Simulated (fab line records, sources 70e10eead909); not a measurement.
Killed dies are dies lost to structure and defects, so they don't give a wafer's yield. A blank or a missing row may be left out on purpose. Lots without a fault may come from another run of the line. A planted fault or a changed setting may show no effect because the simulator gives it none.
fab line records | flow nand_harc
record lots=14 wafers=42 last_day=33
route steps=1302 shown P_BONDPAD@374 A_SOURCE_PLATE@418 A_ONON_D1@425 END@1302
lots that met no fault: from a run of the same line without faults
start_h: hours from the record's first day to the start of the lot's first wafer shown | wait_h: hours since the lot's step before | " the same as in the row above | L1.1+2: a row that stands for several wafers | - no value, or no start given | * or withheld: withheld | < > ~ a bound
route shown NAME@n: a module of which the file shows steps, and the number in the route of the first | usual: mean/standard deviation of fault-free wafers | same: alike in all rows | chamber/n: place in a boat | sites: the reading at each site | _std_site: their standard deviation | _edge_site: outer sites' mean less inner sites' | radius_mm: how far each site lies from the wafer's centre | mask NAME#n: copy n | behind: the tool/chamber that last shaped the wafer | hold: why the lot was held/for how many hours/how that ended | device: the transistor (n, p or np) that didn't switch | end of line: the same wafers' tests at the end of the route | a step without rows: its recipe alone | killed: dies lost to structure and defects at the first sort, not the wafer's yield | map: a wafer's dies, x killed, . not, _ none there
set.NAME: the setting as run; set.NAME@STEP: as run at that earlier step | model.NAME: the simulator's own value behind a step, which no gauge read
steps of the route over a sample of lots; a table a step, a row a wafer
services: from which hour (start_h, from the record's first day; less than 0 if before it) a tool's chamber was out of use, for how many hours, and why
## steps
# step NHARC_P_BONDPAD_DEGAS_25
# recipe temp_c=300 time_s=60
# usual heater_power_w=473/59
# columns lot.wafer tool chamber start_h wait_h heater_power_w
L241.4 pvd_sputter-01 - 139.96 - 597
L241.2 " - " " 410
L241.5 " - " " 602
L240.4 pvd_sputter-03 - 140.52 - 535
L240.3 " - " " 501
L240.6 " - " " 494
L243.3 pvd_sputter-02 - 174.03 - 373
L243.6 " - " " 501
L243.5 " - " " 496
L244.1 pvd_sputter-02 - 175.53 - 487
L244.3 " - " " 477
L244.4 " - " " 364
L247.1 pvd_sputter-01 - 205.12 - 425
L247.4 " - " " 375
L247.6 " - " " 432
L252.2 pvd_sputter-01 - 260.16 - 385
L252.5 " - " " 401
L252.6 " - " " 386
L255.4 pvd_sputter-01 - 284.38 - 407
L255.3 " - " " 425
L255.6 " - " " 381
L254.2 pvd_sputter-03 - 285.00 - 457
L254.4 " - " " 534
L254.1 " - " " 445
L256.3 pvd_sputter-03 - 296.09 - 440
L256.1 " - " " 452
L256.5 " - " " 451
L257.3 pvd_sputter-02 - 301.01 - 518
L257.4 " - " " 375
L257.6 " - " " 527
L259.4 pvd_sputter-02 - 330.53 - 448
L259.6 " - " " 457
L259.5 " - " " 450
L261.4 pvd_sputter-03 - 341.52 - 455
L261.1 " - " " 468
L261.6 " - " " 540
L262.4 pvd_sputter-03 - 362.38 - 529
L262.5 " - " " 528
L262.6 " - " " 450
L263.4 pvd_sputter-03 - 363.32 - 454
L263.2 " - " " 526
L263.6 " - " " 540
# step NHARC_A_SOURCE_PLATE_CVD_03
# recipe target_thk_a=2000 temp_c=620 pressure_mtorr=200 time_s=4000 material=poly-Si
# usual spike_tc_lower_C=620.0/1.8 zone_power_lower_pct=9.1/0.47
# columns lot.wafer tool chamber start_h wait_h spike_tc_lower_C zone_power_lower_pct
L240.3 lpcvd_poly-03 0 154.96 - 617.4 9.2
L240.4 " 0 " " 619.6 9.1
L240.6 " 0 " " 619.6 9.0
L241.2 lpcvd_poly-03 0 154.96 - 618.4 9.2
L241.4 " 0 " " 617.4 9.0
L241.5 " 0 " " 618.3 9.0
L243.3 lpcvd_poly-03 0 189.99 - 618.9 9.1
L243.5 " 0 " " 618.3 9.1
L243.6 " 0 " " 618.6 9.3
L244.1 lpcvd_poly-03 0 189.99 - 618.9 9.2
L244.3 " 0 " " 619.9 9.1
L244.4 " 0 " " 619.0 9.2
L247.1 lpcvd_poly-01 0 218.59 - 618.7 10.0
L247.4 " 0 " " 617.7 10.0
L247.6 " 0 " " 618.6 10.0
L252.2 lpcvd_poly-03 0 274.30 - 619.6 9.2
L252.5 " 0 " " 618.3 9.4
L252.6 " 0 " " 618.4 9.2
L254.1 lpcvd_poly-03 0 298.05 - 618.6 9.0
L254.2 " 0 " " 619.6 9.0
L254.4 " 0 " " 619.8 9.1
L255.3 lpcvd_poly-03 0 298.05 - 618.4 9.1
L255.4 " 0 " " 617.7 9.1
L255.6 " 0 " " 617.5 9.2
L256.1 lpcvd_poly-02 0 311.65 - 620.1 8.7
L256.3 " 0 " " 622.9 8.7
L256.5 " 0 " " 621.0 8.6
L257.3 lpcvd_poly-03 0 315.31 - 618.2 9.1
L257.4 " 0 " " 618.4 9.2
L257.6 " 0 " " 617.7 9.2
L259.4 lpcvd_poly-02 0 344.85 - 621.5 8.7
L259.5 " 0 " " 621.2 8.7
L259.6 " 0 " " 620.3 8.6
L261.1 lpcvd_poly-02 0 357.37 - 623.5 8.8
L261.4 " 0 " " 623.5 8.7
L261.6 " 0 " " 621.0 8.7
L262.4 lpcvd_poly-03 0 376.41 - 617.5 9.2
L262.5 " 0 " " 618.4 9.2
L262.6 " 0 " " 617.0 9.1
L263.2 lpcvd_poly-03 0 376.41 - 620.1 9.3
L263.4 " 0 " " 616.8 9.1
L263.6 " 0 " " 619.6 9.2
# step NHARC_A_SOURCE_PLATE_THK_MEAS_06
# recipe thk_meas_gauge=ellipsometry
# usual thk_nm=200.2/2.5
# columns lot.wafer tool chamber start_h wait_h thk_nm
L241.2 film_metro-01 - 164.97 0.4 200.5
L241.4 " - " " 204.5
L241.5 " - " " 201.4
L240.3 film_metro-02 - 164.97 0.4 196.8
L240.4 " - " " 198.3
L240.6 " - " " 197.5
L244.1 film_metro-01 - 200.47 0.4 200.0
L244.3 " - " " 198.5
L244.4 " - " " 197.9
L243.3 film_metro-02 - 200.47 0.4 200.8
L243.5 " - " " 200.8
L243.6 " - " " 203.6
L247.1 film_metro-01 - 228.97 0.4 201.5
L247.4 " - " " 202.6
L247.6 " - " " 199.7
L252.2 film_metro-02 - 286.19 0.4 195.4
L252.5 " - " " 196.7
L252.6 " - " " 198.4
L254.1 film_metro-02 - 309.14 0.4 201.4
L254.2 " - " " 202.2
L254.4 " - " " 199.1
L255.3 film_metro-01 - 309.14 0.4 199.8
L255.4 " - " " 197.6
L255.6 " - " " 197.8
L256.1 film_metro-01 - 322.53 0.4 199.0
L256.3 " - " " 197.0
L256.5 " - " " 201.9
L257.3 film_metro-01 - 325.75 0.4 194.9
L257.4 " - " " 197.9
L257.6 " - " " 194.6
L259.4 film_metro-02 - 357.59 0.4 202.0
L259.5 " - " " 202.9
L259.6 " - " " 203.4
L261.1 film_metro-01 - 367.80 0.4 202.6
L261.4 " - " " 201.9
L261.6 " - " " 204.3
L262.4 film_metro-01 - 386.91 0.4 200.8
L262.5 " - " " 200.6
L262.6 " - " " 202.4
L263.2 film_metro-01 - 386.92 0.4 202.7
L263.4 " - " " 197.8
L263.6 " - " " 200.4
# step NHARC_A_SOURCE_PLATE_INSPECT_08
# usual raw_defect_count=53/21
# columns lot.wafer tool chamber start_h wait_h hold raw_defect_count
L241.2 defect_inspect-02 - 165.03 0.0 - 70
L241.4 " - " " - 49
L241.5 " - " " - 70
L240.3 defect_inspect-01 - 165.04 0.0 - 29
L240.4 " - " " - 50
L240.6 " - " " - 17
L244.1 defect_inspect-01 - 200.55 0.0 await_dispo/0.2h/release 948
L244.3 " - " " await_dispo/0.2h/release 913
L244.4 " - " " await_dispo/0.2h/release 916
L244.1 defect_inspect-01 - 200.72 0.2 - 936
L244.3 " - " " - 914
L244.4 " - " " - 920
L243.3 defect_inspect-02 - 200.55 0.0 await_dispo/0.2h/release 1004
L243.5 " - " " await_dispo/0.2h/release 929
L243.6 " - " " await_dispo/0.2h/release 954
L243.3 defect_inspect-02 - 200.72 0.2 - 983
L243.5 " - " " - 926
L243.6 " - " " - 960
L247.1 defect_inspect-01 - 229.04 0.0 - 53
L247.4 " - " " - 78
L247.6 " - " " - 60
L252.2 defect_inspect-02 - 286.30 0.0 - 55
L252.5 " - " " - 92
L252.6 " - " " - 91
L254.1 defect_inspect-02 - 309.21 0.0 - 70
L254.2 " - " " - 60
L254.4 " - " " - 57
L255.3 defect_inspect-01 - 309.21 0.0 - 25
L255.4 " - " " - 36
L255.6 " - " " - 64
L256.1 defect_inspect-02 - 322.60 0.0 - 54
L256.3 " - " " - 70
L256.5 " - " " - 35
L257.3 defect_inspect-02 - 325.84 0.0 - 43
L257.4 " - " " - 109
L257.6 " - " " - 73
L259.4 defect_inspect-01 - 357.66 0.0 - 47
L259.5 " - " " - 30
L259.6 " - " " - 40
L261.1 defect_inspect-01 - 367.90 0.0 - 55
L261.4 " - " " - 36
L261.6 " - " " - 32
L262.4 defect_inspect-02 - 386.98 0.0 - 80
L262.5 " - " " - 54
L262.6 " - " " - 79
L263.2 defect_inspect-02 - 386.98 0.0 - 41
L263.4 " - " " - 63
L263.6 " - " " - 75
# step NHARC_A_ONON_D1_THK_MEAS_02
# recipe thk_meas_gauge=ellipsometry
# usual thk_nm=1000/9.7
# columns lot.wafer tool chamber start_h wait_h thk_nm
L241.2 film_metro-02 - 165.61 - 982
L241.4 " - " " 983
L241.5 " - " " 981
L240.3 film_metro-01 - 165.61 - 1002
L240.4 " - " " 1005
L240.6 " - " " 1004
L243.3 film_metro-02 - 203.75 - 990
L243.5 " - " " 989
L243.6 " - " " 988
L244.1 film_metro-01 - 207.75 - 992
L244.3 " - " " 989
L244.4 " - " " 991
L247.1 film_metro-01 - 229.61 - 1000
L247.4 " - " " 1000
L247.6 " - " " 1000
L252.2 film_metro-01 - 286.87 - 993
L252.5 " - " " 993
L252.6 " - " " 994
L254.1 film_metro-01 - 309.79 - 996
L254.2 " - " " 997
L254.4 " - " " 999
L255.3 film_metro-02 - 309.79 - 1015
L255.4 " - " " 1016
L255.6 " - " " 1016
L256.1 film_metro-01 - 323.17 - 1003
L256.3 " - " " 999
L256.5 " - " " 1002
L257.3 film_metro-02 - 326.41 - 996
L257.4 " - " " 996
L257.6 " - " " 997
L259.4 film_metro-02 - 358.23 - 1005
L259.5 " - " " 1004
L259.6 " - " " 1004
L261.1 film_metro-02 - 368.49 - 1003
L261.4 " - " " 1005
L261.6 " - " " 1004
L262.4 film_metro-01 - 387.55 - 1009
L262.5 " - " " 1009
L262.6 " - " " 1009
L263.2 film_metro-01 - 387.56 - 1005
L263.4 " - " " 1002
L263.6 " - " " 1004
# step NHARC_END_SORT_01
# recipe temp_c=25
# usual killed_at_array=56/18 killed_at_other=1.4/1.5 killed_at_periphery=4/3.1 killed_dies=61/19 killed_open=3.5/1.8 killed_short=2.4/1.4
# same gross_dies=677
# columns lot.wafer tool chamber start_h wait_h killed_at_array killed_at_other killed_at_periphery killed_dies killed_open killed_short
L244.1 prober-02 0 639.83 2.5 119 1 6 126 3 2
L244.3 prober-02 0 641.40 3.1 111 2 3 116 3 2
# killed by level:class
L244.1 A_SOURCE_PLATE:unspecified=50 A_CHANNEL_HOLE_D1:chamber_film_flake=33 A_CHANNEL_HOLE_D2:chamber_film_flake=28 P_ZERO_WELL:chamber_film_flake=3 A_CHANNEL_FILL_D2:chamber_film_flake=3 A_WL_FILL:geometric_particle:short=2 P_GATE:geometric_particle:open=1 P_CONTACT:geometric_particle:open=1
L244.3 A_SOURCE_PLATE:unspecified=55 A_CHANNEL_HOLE_D1:chamber_film_flake=32 A_CHANNEL_HOLE_D2:chamber_film_flake=13 A_STAIRCASE:chamber_film_flake=3 A_CHANNEL_FILL_D2:chamber_film_flake=3 THIN_TSV:chamber_film_flake=2 P_STI:geometric_particle:short=1 P_M1:geometric_particle:open=1
## services
# columns tool chamber start_h hours kind
pvd_sputter-03 - 170.00 10.0 pm
lpcvd_poly-02 - 206.00 26.0 pm
pvd_sputter-01 - 226.47 10.0 pm
pvd_sputter-02 - 282.00 10.0 pm
pvd_sputter-02 - 318.99 0.9 repair
pvd_sputter-03 - 348.00 10.0 pm
## key
first_sign step=NHARC_A_SOURCE_PLATE_INSPECT_08 reading=visit direction=added
effect step=NHARC_A_SOURCE_PLATE_INSPECT_08 reading=raw_defect_count direction=up sigmas=43 usual=53 struck=944
met_at NHARC_A_SOURCE_PLATE_CVD_03
struck_lots L243,L244
scrapped_behind NHARC_A_CHANNEL_HOLE_D1_INSPECT_12 L243.3,L243.5,L243.6
rows_end L244.4
tester_left_out L244
not_acting_at NHARC_P_BONDPAD_DEGAS_25,NHARC_A_SOURCE_PLATE_THK_MEAS_06,NHARC_A_ONON_D1_THK_MEAS_02
onset_between 154.96 189.99
fault kind=chamber_particle_source tool=lpcvd_poly-03 chamber=- onset_h=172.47 steps=NHARC_A_SOURCE_PLATE_CVD_03 rate_per_visit_cm2=1.4067 end_h=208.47
# tester_left_out: of these lots the tester's yield and bins aren't shown, on N5 and GAA mostly nor the transistor test; their killed dies are dies lost to structure and defects alone, not to doping, threshold or leakage, so they don't give the yield
# rows_end: these wafers met a further fault down the route, and their rows from its step on are left out
